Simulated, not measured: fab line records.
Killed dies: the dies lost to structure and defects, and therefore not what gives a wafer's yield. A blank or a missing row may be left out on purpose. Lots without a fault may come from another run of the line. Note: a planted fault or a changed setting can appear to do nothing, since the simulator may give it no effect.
Chamber matching | flow n5-finfet | 3 sister chambers for N5_BEOL_M11_DEP_56 on pecvd-02
The step deposits SiCN from 3MS/NH3, target thk 30 nm, time 10.5 s. 6 wafers are shown with their chamber, then 10 later ones without.

EACH WAFER AND ITS CHAMBER
wafer  | chamber | throttle-valve-pct (%) | showerhead-plenum-p-Torr (Torr)
L074.5 | 2       | 16.9                   | 4.119
L076.6 | 2       | 17.0                   | 4.123
L083.4 | 0       | 19.5                   | 4.187
L083.5 | 1       | 17.5                   | 4.139
L086.1 | 1       | 17.6                   | 4.147
L086.5 | 0       | 19.7                   | 4.182

WAFERS WHOSE CHAMBER IS MISSING
wafer  | throttle-valve-pct (%) | showerhead-plenum-p-Torr (Torr)
L086.6 | 17.0                   | 4.118
L087.2 | 17.6                   | 4.129
L087.4 | 17.0                   | 4.122
L087.6 | 19.8                   | 4.192
L090.2 | 19.8                   | 4.192
L090.3 | 17.3                   | 4.119
L090.4 | 17.4                   | 4.128
L092.2 | 17.8                   | 4.128
L092.4 | 17.5                   | 4.139
L092.6 | 19.9                   | 4.179

WHICH CHAMBER EACH WENT THROUGH
wafer  | from the rows above     | in truth
L086.6 | 2                       | 2
L087.2 | 1                       | 1
L087.4 | 2                       | 2
L087.6 | 0                       | 0
L090.2 | 0                       | 0
L090.3 | 2                       | 2
L090.4 | can't be placed: 1 or 2 | 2
L092.2 | 1                       | 1
L092.4 | 1                       | 1
L092.6 | 0                       | 0
Correct placement for 9 of the 10. These rows do not allow placing 1 (true chamber among the candidates in 1). 0 placed wrongly.
How it was worked out, from the rows above alone: a wafer's distance from a chamber is the root of the sum, over the readings, of the square of ((its reading less the chamber's mean) divided by the reading's scatter). If the next closest chamber is less than 2 further off than the closest, the wafer can't be placed; otherwise it belongs to the closest. The mean given for a chamber averages the wafers shown for that chamber. The scatter: the root of (the sum of the squares of (reading less its chamber's mean) over the shown wafers, divided by (wafers less chambers)).
